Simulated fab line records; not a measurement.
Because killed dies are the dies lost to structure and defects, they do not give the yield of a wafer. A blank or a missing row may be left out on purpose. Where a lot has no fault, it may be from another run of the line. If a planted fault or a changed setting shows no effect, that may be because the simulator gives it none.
fab line records	flow nand-harc
record: lots: 11	wafers: 33	last-day: 24
route steps=1159 shown A_CONTACT@899 END@1159
lots that met no fault: from a run of the same line without faults
start-h: start of the lot's first displayed wafer, in hours after the record's first day	wait-h: hours from the lot's prior step to this one	" unchanged from the row above	L1.1+2: one row covering several wafers at once	- no value, or no start was given	* or withheld: withheld	< > ~ a bound
route shown NAME@n: NAME is a module with steps in the file, n the number in the route of the first one	usual: average and standard deviation across the fault-free wafers	same: alike in all rows	chamber/n: place in a boat	sites: each site's reading	_std_site: how widely they spread, as a standard deviation	_edge_site: outer sites' mean less inner sites'	radius-mm: for every site, how far away it sits from the centre of the wafer	mask NAME#n: copy n	behind: the tool/chamber that last shaped the wafer	hold: cause of the lot's hold/its duration in hours/its outcome	device: names the non-switching transistor (n, p or np)	end of line: the tests these same wafers got at the end of their route	for a step that has no rows: nothing shown but its recipe	killed: dies lost to structure and defects at the first sort, not the wafer's yield	map: per-die view of a wafer (x killed, . not killed, _ where there is no die)
set.NAME: setting as actually run; set.NAME@STEP: the setting as run at that earlier step	model.NAME: the simulator's own value behind a step, which no gauge read
steps of the route over a sample of lots; a table a step, a row a wafer
services: the hour from which a tool's chamber was out of use, counted from the record's first day as start-h (under 0 if before that day), plus the number of hours and why
== steps ==
step: NHARC_A_CONTACT_DESCUM_74
recipe: time-s: 3	o2-flow-sccm: 200	ar-flow-sccm: 0	bias-power-w: 0	chemistry: O2
usual: drypump-motor-current-A: 5.7/0.47	oes-product-au: 1.000/0.011	rf-vpp-V: 57.8/0.78	showerhead-plenum-p-Torr: 1.93/0.086	throttle-valve-pct: 11.310/0.009
lot.wafer	tool	chamber	start-h	wait-h	drypump-motor-current-A	oes-product-au	rf-hours-counter-h	rf-vpp-V	showerhead-plenum-p-Torr	throttle-valve-pct
L543.4	rie-diel-07	3	416.01	0.1	6.7	0.988	0	58.6	2.00	11.305
L543.3	"	0	"	"	5.7	1.010	0	57.3	1.80	11.310
L543.6	"	2	"	"	5.5	1.009	-	57.4	1.84	11.305
L540.2	rie-diel-07	3	417.57	0.1	6.8	0.997	1	58.8	2.00	11.302
L540.4	"	0	"	"	5.7	1.009	1	57.3	1.80	11.321
L540.5	"	0	"	"	5.7	1.007	-	57.1	1.80	11.293
L544.2	rie-diel-07	2	430.82	0.1	5.5	1.018	3	58.2	1.84	11.305
L544.3	"	3	"	"	6.8	0.997	3	58.0	2.00	11.314
L544.6	"	0	"	"	5.7	1.016	-	57.5	1.80	11.307
L549.1	rie-diel-07	2	459.05	0.1	5.5	1.018	7	57.6	1.84	11.306
L549.2	"	3	"	"	6.8	1.009	8	58.0	2.00	11.306
L549.3	"	0	"	"	5.7	1.016	7	58.5	1.80	11.316
L550.3	rie-diel-01	2	470.72	0.1	5.5	0.985	53	57.0	1.87	11.323
L550.2	"	0	"	"	6.0	0.992	55	57.3	2.04	11.301
L550.6	"	1	"	"	5.7	1.002	-	57.2	1.90	11.293
L554.4	rie-diel-01	3	472.43	0.1	5.0	1.010	55	59.5	1.94	11.309
L554.2	"	1	"	"	5.6	1.000	57	58.6	1.90	11.294
L554.5	"	2	"	"	5.5	0.980	-	58.0	1.87	11.310
L551.2	rie-diel-08	3	474.30	0.1	6.0	1.001	64	58.3	1.95	11.315
L551.4	"	0	"	"	5.5	0.998	64	58.2	1.93	11.301
L551.5	"	1	"	"	5.2	1.003	-	57.6	1.85	11.319
L552.3	rie-diel-08	1	475.90	0.1	5.2	1.009	69	57.3	1.85	11.326
L552.2	"	2	"	"	5.6	0.993	69	58.1	2.05	11.300
L552.6	"	3	"	"	6.0	1.017	-	60.0	1.95	11.320
L555.3	rie-diel-07	0	491.08	0.1	5.7	1.007	15	55.9	1.80	11.307
L555.2	"	2	"	"	5.5	1.014	14	57.8	1.84	11.324
L555.5	"	0	"	"	5.7	1.007	-	58.1	1.80	11.326
L556.1	rie-diel-07	3	507.04	0.1	6.8	0.998	19	57.4	2.00	11.297
L556.4	"	0	"	"	5.7	1.017	18	57.2	1.80	11.314
L556.6	"	0	"	"	5.7	1.011	-	57.6	1.80	11.297
L559.1	rie-diel-07	3	518.44	0.1	6.8	1.010	23	58.5	2.00	11.303
L559.4	"	1	"	"	5.4	0.994	19	58.3	2.02	11.330
L559.6	"	2	"	"	5.5	1.007	-	57.4	1.84	11.310
step: NHARC_A_CONTACT_ETCH_77
recipe: target-depth-a: 726	time-s: 36.3	cf4-flow-sccm: 100	chf3-flow-sccm: 30	ar-flow-sccm: 0	rf-w: 500	bias-w: 200	chemistry: CF4/CHF3
usual: bias-w: 200.0/0.6	cf4-flow-sccm: 99.99/0.3	drypump-motor-current-A: 5.7/0.46	oes-product-au: 0.934/0.018	rf-fwd-power-W: 491.9/2.7	rf-vpp-V: 370.9/2.3	showerhead-plenum-p-Torr: 1.58/0.066	throttle-valve-pct: 16.804/0.0092
lot.wafer	tool	chamber	start-h	wait-h	bias-w	cf4-flow-sccm	drypump-motor-current-A	oes-product-au	rf-fwd-power-W	rf-hours-counter-h	rf-vpp-V	showerhead-plenum-p-Torr	throttle-valve-pct
L543.3	rie-diel-07	3	-	-	200.5	99.76	6.8	0.970	492.3	0	372.5	1.64	16.813
L543.4	"	0	"	"	199.5	100.28	5.7	0.989	491.2	0	369.5	1.49	16.796
L543.6	"	3	"	"	200.0	99.71	6.8	0.963	492.8	-	373.1	1.64	16.809
L540.4	rie-diel-07	0	-	-	200.2	99.80	5.7	0.962	488.9	1	367.5	1.49	16.810
L540.2	"	2	"	"	199.2	99.52	5.5	0.981	488.2	1	367.5	1.52	16.796
L540.5	"	0	"	"	200.3	100.26	5.7	0.966	489.9	-	366.3	1.49	16.817
L544.3	rie-diel-07	3	-	-	201.1	99.91	6.8	0.925	494.7	3	373.0	1.64	16.819
L544.2	"	2	"	"	200.2	100.14	5.5	0.932	486.9	3	367.9	1.52	16.800
L544.6	"	0	"	"	200.1	99.77	5.7	0.935	491.6	-	367.3	1.49	16.798
L549.3	rie-diel-07	2	-	-	199.8	100.34	5.5	0.930	485.6	7	369.2	1.52	16.791
L549.2	"	3	"	"	199.7	99.91	6.8	0.936	493.6	8	372.0	1.64	16.830
L549.1	"	0	"	"	200.0	99.79	5.7	0.946	493.4	7	368.7	1.49	16.805
L550.3	rie-diel-01	3	-	-	201.0	100.24	5.0	0.925	493.1	55	369.6	1.59	16.796
L550.2	"	1	"	"	201.0	99.69	5.6	0.943	494.6	57	371.2	1.56	16.809
L550.6	"	3	"	"	200.0	99.70	5.0	0.929	493.3	-	370.6	1.59	16.795
L554.2	rie-diel-01	1	-	-	200.3	100.00	5.7	0.932	494.1	57	370.5	1.56	16.813
L554.4	"	3	"	"	200.4	100.22	5.0	0.925	493.9	55	369.9	1.59	16.791
L554.5	"	1	"	"	199.8	99.98	5.7	0.934	491.9	-	370.2	1.56	16.808
L551.4	rie-diel-08	0	-	-	199.6	100.30	5.5	0.919	495.3	65	371.9	1.59	16.816
L551.2	"	2	"	"	199.5	100.12	5.6	0.910	494.4	69	375.6	1.68	16.802
L551.5	"	0	"	"	199.2	99.79	5.5	0.926	492.4	-	371.2	1.59	16.788
L552.3	rie-diel-08	1	-	-	199.2	99.79	5.2	0.933	490.0	69	368.8	1.52	16.798
L552.2	"	2	"	"	199.9	100.47	5.6	0.917	494.4	69	374.5	1.68	16.804
L552.6	"	0	"	"	199.2	100.23	5.5	0.924	494.0	-	371.1	1.59	16.812
L555.3	rie-diel-07	1	-	-	200.7	99.78	5.4	0.917	491.0	13	373.2	1.66	16.802
L555.2	"	2	"	"	199.3	99.07	5.5	0.924	490.5	14	368.4	1.52	16.797
L555.5	"	0	"	"	201.2	100.14	5.7	0.935	491.5	-	367.7	1.48	16.800
L556.1	rie-diel-07	1	-	-	199.6	100.36	5.4	0.918	489.2	16	374.4	1.66	16.806
L556.4	"	2	"	"	199.4	100.27	5.5	0.922	488.6	17	368.6	1.52	16.796
L556.6	"	1	"	"	199.9	100.28	5.4	0.912	488.5	-	372.0	1.66	16.811
L559.4	rie-diel-07	0	-	-	200.3	99.95	5.7	0.923	490.8	22	368.3	1.48	16.791
L559.1	"	2	"	"	199.3	100.07	5.5	0.931	487.1	20	370.0	1.52	16.808
L559.6	"	3	"	"	199.3	100.14	6.8	0.915	492.3	-	371.9	1.64	16.808
step: NHARC_A_CONTACT_ETCH_125
recipe: source-w: withheld	pressure-mtorr: 20	bias-v: 1200	time-s: 155	target-depth-a: 9560	ar-flow-sccm: withheld	c4f8-flow-sccm: withheld	o2-flow-sccm: withheld	chemistry: C4F8/O2/Ar
usual: chamber-pressure-mTorr: 19.999/0.019	oes-air-line-au: 1.000/0.021
lot.wafer	tool	chamber	start-h	wait-h	chamber-pressure-mTorr	oes-air-line-au	rf-hours-counter-h
L543.4	har-cap-etch-02	1	417.37	0.1	19.996	0.973	-
L543.3	"	0	"	"	20.023	1.008	-
L543.6	"	1	"	"	19.967	1.008	-
L540.2	har-cap-etch-01	1	418.92	0.2	20.027	1.008	64
L540.4	"	1	"	"	19.963	0.994	-
L540.5	"	0	"	"	19.977	0.972	-
L544.2	har-cap-etch-01	0	432.13	0.2	19.962	1.049	66
L544.3	"	1	"	"	19.977	0.975	-
L544.6	"	1	"	"	19.993	1.003	-
L549.1	har-cap-etch-02	1	460.49	0.2	20.001	0.971	23
L549.2	"	0	"	"	19.985	1.000	23
L549.3	"	0	"	"	19.990	0.991	-
L550.2	har-cap-etch-02	1	472.49	0.2	20.029	1.001	27
L550.3	"	0	"	"	19.990	1.014	-
L550.6	"	0	"	"	20.000	0.984	-
L554.2	har-cap-etch-03	1	473.84	0.2	20.055	0.991	98
L554.4	"	1	"	"	20.012	1.004	-
L554.5	"	0	"	"	20.016	1.031	-
L551.2	har-cap-etch-02	1	476.04	0.2	20.007	1.004	28
L551.4	"	0	"	"	19.994	0.989	-
L551.5	"	0	"	"	20.016	0.986	-
L552.2	har-cap-etch-03	0	477.22	0.2	20.013	1.028	99
L552.3	"	1	"	"	20.007	0.963	-
L552.6	"	1	"	"	19.982	0.992	-
L555.2	har-cap-etch-01	0	492.41	0.2	20.008	0.967	77
L555.3	"	0	"	"	19.992	0.979	-
L555.5	"	0	"	"	20.031	0.999	-
L556.1	har-cap-etch-02	0	508.40	0.2	20.008	0.997	33
L556.4	"	1	"	"	19.982	1.004	-
L556.6	"	1	"	"	19.996	1.022	-
L559.1	har-cap-etch-02	1	519.96	0.2	19.984	1.020	35
L559.4	"	1	"	"	19.995	0.994	-
L559.6	"	0	"	"	19.987	1.030	-
step: NHARC_A_CONTACT_ETCH_97
recipe: target-depth-a: 200	over-etch-frac: 0.5	time-s: 10	ion-energy-ev: 250	c4f6-flow-sccm: 25	o2-flow-sccm: 20	ar-flow-sccm: 500	rf-w: 600	bias-w: 500	chemistry: C4F6/O2
usual: bias-w: 499.8/1.6	c4f6-flow-sccm: 25.00/0.076	drypump-motor-current-A: 5.7/0.44	oes-product-au: 0.962/0.024	rf-fwd-power-W: 586.4/2.2	rf-vpp-V: 548/3.1	showerhead-plenum-p-Torr: 3.97/0.15	throttle-valve-pct: 26.903/0.009
lot.wafer	tool	chamber	start-h	wait-h	bias-w	c4f6-flow-sccm	drypump-motor-current-A	oes-product-au	rf-fwd-power-W	rf-hours-counter-h	rf-vpp-V	showerhead-plenum-p-Torr	throttle-valve-pct
L543.4	rie-diel-01	1	419.16	-	-	-	-	-	-	-	-	-	-
L543.3	"	0	"	"	-	-	-	-	-	-	-	-	-
L543.6	"	1	"	"	-	-	-	-	-	-	-	-	-
L540.4	rie-diel-01	3	420.73	-	-	-	-	-	-	-	-	-	-
L540.2	"	2	"	"	-	-	-	-	-	-	-	-	-
L540.5	"	0	"	"	-	-	-	-	-	-	-	-	-
L544.2	rie-diel-07	2	433.96	-	-	-	-	-	-	-	-	-	-
L544.3	"	1	"	"	-	-	-	-	-	-	-	-	-
L544.6	"	3	"	"	-	-	-	-	-	-	-	-	-
L549.1	rie-diel-01	2	462.69	-	501.8	25.16	5.5	0.948	586.3	52	545	3.85	26.908
L549.3	"	0	"	"	500.2	24.95	6.0	0.947	591.6	53	551	4.16	26.910
L549.2	"	1	"	"	498.8	25.03	5.7	0.978	588.7	54	547	3.90	26.911
L550.3	rie-diel-01	2	474.32	-	502.0	25.05	5.6	0.946	587.6	55	545	3.85	26.902
L550.2	"	0	"	"	500.1	25.14	6.0	0.959	590.7	57	552	4.16	26.887
L550.6	"	2	"	"	502.0	24.98	5.6	0.944	586.1	-	544	3.85	26.890
L554.2	rie-diel-07	3	475.66	-	499.6	24.96	6.8	0.951	582.4	13	551	4.08	26.904
L554.4	"	1	"	"	494.3	25.16	5.4	0.919	585.1	10	551	4.12	26.895
L554.5	"	3	"	"	498.3	24.92	6.8	0.943	585.5	-	550	4.08	26.903
L551.2	rie-diel-01	1	477.88	-	501.2	24.97	5.6	0.948	584.9	60	546	3.90	26.909
L551.4	"	3	"	"	499.4	24.99	5.0	0.952	586.1	58	548	3.97	26.908
L551.5	"	2	"	"	503.8	25.01	5.5	0.940	582.4	-	544	3.84	26.902
L552.2	rie-diel-07	3	479.09	-	499.6	24.94	6.8	0.967	587.2	13	550	4.08	26.901
L552.3	"	0	"	"	500.0	25.05	5.7	0.984	588.6	12	544	3.71	26.896
L552.6	"	1	"	"	500.7	25.09	5.4	0.944	585.2	-	551	4.12	26.895
L555.2	rie-diel-07	1	494.24	-	500.3	25.01	5.4	0.943	585.4	14	550	4.12	26.904
L555.3	"	3	"	"	501.6	24.95	6.8	0.948	581.5	17	549	4.08	26.889
L555.5	"	0	"	"	498.2	25.07	5.7	0.957	586.4	-	543	3.71	26.917
L556.1	rie-diel-08	3	510.41	0.3	498.6	24.97	6.0	1.004	590.2	12	547	3.99	26.918
L556.6	"	0	"	"	500.5	24.96	5.5	0.975	586.5	-	548	3.95	26.910
L556.4	"	2	"	"	501.3	24.99	5.6	0.999	588.6	-	552	4.18	26.902
L559.1	rie-diel-01	2	521.77	-	499.6	24.97	5.5	0.984	585.8	11	544	3.83	26.906
L559.4	"	1	"	"	501.7	24.90	5.7	1.014	585.2	11	544	3.89	26.908
L559.6	"	2	"	"	497.2	25.08	5.6	0.981	589.1	-	544	3.83	26.905
step: NHARC_END_SORT_01
recipe: temp-c: 25
usual: killed-at-array: 28/11	killed-at-other: 0.6/0.85	killed-at-periphery: 2.8/2.3	killed-dies: 31/11	killed-open: 3.1/1.6	killed-short: 2.0/1.4
same: gross-dies: 677
lot.wafer	tool	chamber	start-h	wait-h	hold	killed-at-array	killed-at-other	killed-at-periphery	killed-dies	killed-open	killed-short
L543.3	prober-01	0	475.81	3.1	await-dispo/2.9h/scrap	674	1	2	677	6	1
L543.4	prober-01	0	476.61	3.4	await-dispo/2.9h/scrap	674	1	2	677	1	7
L543.6	prober-01	0	478.22	4.0	await-dispo/2.9h/scrap	676	1	0	677	4	3
L540.2	prober-02	0	480.40	2.8	await-dispo/2.0h/scrap	673	0	4	677	5	4
L540.4	prober-02	0	482.00	3.4	await-dispo/2.0h/scrap	675	0	2	677	2	2
L540.5	prober-02	0	482.79	3.7	await-dispo/2.0h/scrap	676	0	1	677	2	2
L544.2	prober-01	0	491.16	2.7	await-dispo/4.0h/scrap	676	0	1	677	3	2
L544.3	prober-01	0	491.95	3.0	await-dispo/4.0h/scrap	676	1	0	677	4	3
L544.6	prober-01	0	494.30	3.9	await-dispo/4.0h/scrap	677	0	0	677	2	3
L550.2	prober-01	0	532.58	2.8	-	23	0	0	23	3	2
L550.3	prober-01	0	533.38	3.1	-	30	1	1	32	2	0
L550.6	prober-01	0	535.77	4.0	-	20	1	0	21	0	3
L551.2	prober-02	0	544.57	2.8	-	25	1	1	27	6	3
L551.4	prober-02	0	546.16	3.4	-	23	0	2	25	5	3
L551.5	prober-02	0	546.95	3.7	-	30	0	3	33	4	1
L559.1	prober-01	0	572.83	2.5	-	29	2	7	38	4	3
L559.4	prober-01	0	575.25	3.4	-	30	1	13	44	3	2
L559.6	prober-01	0	576.86	4.0	-	27	3	4	34	0	1
killed by level:class
L543.3 A_CONTACT:area-etch=647 A_STAIRCASE:chamber-film-flake=9 A_CHANNEL_HOLE_D1:chamber-film-flake=5 A_CONTACT:chamber-film-flake=5 A_SLIT:chamber-film-flake=3 P_GATE:geometric-particle:open=1 P_M0:geometric-particle:short=1 A_ONON_D1:geometric-particle:open=1
L543.4 A_CONTACT:area-etch=659 A_STAIRCASE:chamber-film-flake=6 A_CHANNEL_FILL_D1:geometric-particle:short=2 P_STI:geometric-particle:short=1 P_M0:geometric-particle:short=1 A_ONON_D1:geometric-particle:short=1 A_SGD_CUT:geometric-particle:short=1 A_SGD_CUT:geometric-particle:open=1
L543.6 A_CONTACT:area-etch=655 A_STAIRCASE:chamber-film-flake=6 A_CHANNEL_HOLE_D1:chamber-film-flake=4 A_CONTACT:chamber-film-flake=4 A_ONON_D1:geometric-particle:short=2 A_CHANNEL_HOLE_D1:geometric-particle:open=1 A_CHANNEL_FILL_D1:geometric-particle:open=1 A_CHANNEL_FILL_D1:geometric-particle:short=1
L540.2 A_CONTACT:area-etch=637 A_SLIT:chamber-film-flake=12 A_CHANNEL_HOLE_D1:chamber-film-flake=10 A_CONTACT:chamber-film-flake=4 A_STAIRCASE:chamber-film-flake=3 P_CONTACT:geometric-particle:open=2 P_GATE:chamber-film-flake=2 A_SOURCE_PLATE:geometric-particle:short=1
L540.4 A_CONTACT:area-etch=632 A_SLIT:chamber-film-flake=16 A_CHANNEL_HOLE_D1:chamber-film-flake=15 A_STAIRCASE:chamber-film-flake=4 A_CONTACT:chamber-film-flake=3 A_WL_FILL:geometric-particle:open=2 A_CHANNEL_HOLE_D1:geometric-particle:short=1 A_WL_FILL:geometric-particle:short=1
L540.5 A_CONTACT:area-etch=644 A_CHANNEL_HOLE_D1:chamber-film-flake=14 A_SLIT:chamber-film-flake=9 A_CONTACT:chamber-film-flake=3 A_STAIRCASE:chamber-film-flake=2 A_CHANNEL_FILL_D1:geometric-particle:short=1 A_SGD_CUT:geometric-particle:open=1 A_SGD_CUT:geometric-particle:short=1
L544.2 A_CONTACT:area-etch=637 A_CHANNEL_HOLE_D1:chamber-film-flake=13 A_SLIT:chamber-film-flake=11 A_STAIRCASE:chamber-film-flake=8 A_CONTACT:chamber-film-flake=3 A_CONTACT:geometric-particle:open=2 P_STI:geometric-particle:open=1 A_ONON_D1:geometric-particle:short=1
L544.3 A_CONTACT:area-etch=643 A_CHANNEL_HOLE_D1:chamber-film-flake=9 A_SLIT:chamber-film-flake=7 A_STAIRCASE:chamber-film-flake=6 A_CONTACT:chamber-film-flake=4 A_CONTACT:geometric-particle:open=2 A_CHANNEL_HOLE_D1:geometric-particle:short=1 A_CHANNEL_FILL_D1:geometric-particle:open=1
L544.6 A_CONTACT:area-etch=635 A_CHANNEL_HOLE_D1:chamber-film-flake=16 A_SLIT:chamber-film-flake=12 A_STAIRCASE:chamber-film-flake=9 A_WL_FILL:geometric-particle:short=2 A_WL_FILL:geometric-particle:open=2 A_ONON_D1:geometric-particle:short=1
L550.2 A_CHANNEL_HOLE_D1:chamber-film-flake=13 A_STAIRCASE:chamber-film-flake=4 A_ONON_D1:geometric-particle:open=2 A_M0:geometric-particle:short=2 A_BLC:geometric-particle:open=1 A_CONTACT:chamber-film-flake=1
L550.3 A_CHANNEL_HOLE_D1:chamber-film-flake=20 A_STAIRCASE:chamber-film-flake=6 A_CONTACT:chamber-film-flake=3 P_M0:geometric-particle:open=1 A_CONTACT:geometric-particle:open=1 THIN_TSV:chamber-film-flake=1
L550.6 A_CHANNEL_HOLE_D1:chamber-film-flake=15 A_CHANNEL_FILL_D1:geometric-particle:short=1 A_M0:geometric-particle:short=1 STARTING-WAFER:geometric-particle:short=1 A_ZERO_WELL:chamber-film-flake=1 A_STAIRCASE:chamber-film-flake=1 A_CONTACT:chamber-film-flake=1
L551.2 A_CHANNEL_HOLE_D1:chamber-film-flake=14 A_M0:geometric-particle:open=4 A_CONTACT:chamber-film-flake=2 P_GATE:geometric-particle:open=1 A_CHANNEL_HOLE_D1:geometric-particle:short=1 A_SGD_CUT:geometric-particle:short=1 A_M1:geometric-particle:open=1 STARTING-WAFER:geometric-particle:short=1
L551.4 A_CHANNEL_HOLE_D1:chamber-film-flake=14 A_M0:geometric-particle:open=2 A_CHANNEL_FILL_D1:chamber-film-flake=2 P_STI:geometric-particle:open=1 P_M1:geometric-particle:short=1 A_CHANNEL_HOLE_D1:geometric-particle:open=1 A_CHANNEL_FILL_D1:geometric-particle:open=1 A_SGD_CUT:geometric-particle:short=1
L551.5 A_CHANNEL_HOLE_D1:chamber-film-flake=21 A_CONTACT:chamber-film-flake=3 P_CONTACT:chamber-film-flake=2 P_CONTACT:geometric-particle:open=1 A_CHANNEL_FILL_D1:geometric-particle:open=1 A_CHANNEL_FILL_D1:geometric-particle:short=1 A_CONTACT:geometric-particle:open=1 A_M0:geometric-particle:open=1
L559.1 A_SLIT:chamber-film-flake=16 P_STI:chamber-film-flake=3 A_CHANNEL_HOLE_D1:unspecified=3 A_WL_FILL:geometric-particle:short=2 P_GATE:chamber-film-flake=2 A_CHANNEL_HOLE_D1:chamber-film-flake=2 A_STAIRCASE:chamber-film-flake=2 A_CONTACT:chamber-film-flake=2
L559.4 A_SLIT:chamber-film-flake=16 P_STI:chamber-film-flake=8 A_CHANNEL_HOLE_D1:unspecified=3 P_M0:geometric-particle:open=2 A_CHANNEL_HOLE_D1:chamber-film-flake=2 A_CHANNEL_FILL_D1:chamber-film-flake=2 A_CONTACT:chamber-film-flake=2 A_CHANNEL_HOLE_D1:geometric-particle:short=1
L559.6 A_SLIT:chamber-film-flake=23 P_STI:chamber-film-flake=3 THIN_TSV:chamber-film-flake=3 A_CHANNEL_HOLE_D1:unspecified=2 A_CONTACT:geometric-particle:short=1 P_GATE:chamber-film-flake=1 A_BONDPAD:chamber-film-flake=1
== services ==
tool	chamber	start-h	hours	kind
rie-diel-07	-	405.20	9.0	pm
rie-diel-07	0	405.20	9.0	vent-cycle
rie-diel-07	1	405.20	9.0	vent-cycle
rie-diel-07	2	405.20	9.0	vent-cycle
rie-diel-07	3	405.20	9.0	vent-cycle
rie-diel-07	0	414.20	-	clean
rie-diel-07	1	414.20	-	clean
rie-diel-07	2	414.20	-	clean
rie-diel-07	3	414.20	-	clean
rie-diel-07	0	438.89	-	clean
rie-diel-07	1	438.89	-	clean
rie-diel-07	2	438.89	-	clean
rie-diel-07	3	438.89	-	clean
rie-diel-07	0	463.39	-	clean
rie-diel-07	1	463.39	-	clean
rie-diel-07	2	463.39	-	clean
rie-diel-07	3	463.39	-	clean
rie-diel-08	-	478.86	9.0	pm
rie-diel-07	0	487.89	-	clean
rie-diel-07	1	487.89	-	clean
rie-diel-07	2	487.89	-	clean
rie-diel-01	-	492.38	9.0	pm
rie-diel-08	-	507.67	1.1	repair
rie-diel-08	1	509.02	4.3	repair
== key ==
first-sign: step: NHARC_A_CONTACT_ETCH_97	reading: tool-record	direction: missing
effect: step: NHARC_END_SORT_01	reading: killed-at-array	direction: up	sigmas: 57	usual: 28	struck: 675
more-kills-born-at: NHARC_A_CONTACT_ETCH_97@rie-diel-01: 3873	NHARC_A_CONTACT_ETCH_97@rie-diel-07: 1914
met-at NHARC_A_CONTACT_ETCH_97
struck-lots L540,L543,L544
later-rows-left-out L540.2,L540.4,L540.5,L543.3,L543.4,L543.6,L544.2,L544.3,L544.6
tester-left-out L540,L543,L544
not-acting-at NHARC_A_CONTACT_DESCUM_74,NHARC_A_CONTACT_ETCH_77,NHARC_A_CONTACT_ETCH_125
fault: kind: skipped-step-whole	tool: rie-diel-01,rie-diel-07	chamber: -	onset-h: 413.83	steps: NHARC_A_CONTACT_ETCH_97	scope: struck-lots-only
tester-left-out: of these lots the tester's yield and bins aren't shown, on N5 and GAA mostly nor the transistor test; their killed dies are dies lost to structure and defects alone, not to doping, threshold or leakage, so they don't give the yield
later-rows-left-out: the simulator's readings of these wafers behind a module that went badly wrong aren't trusted and aren't shown, but for the sort
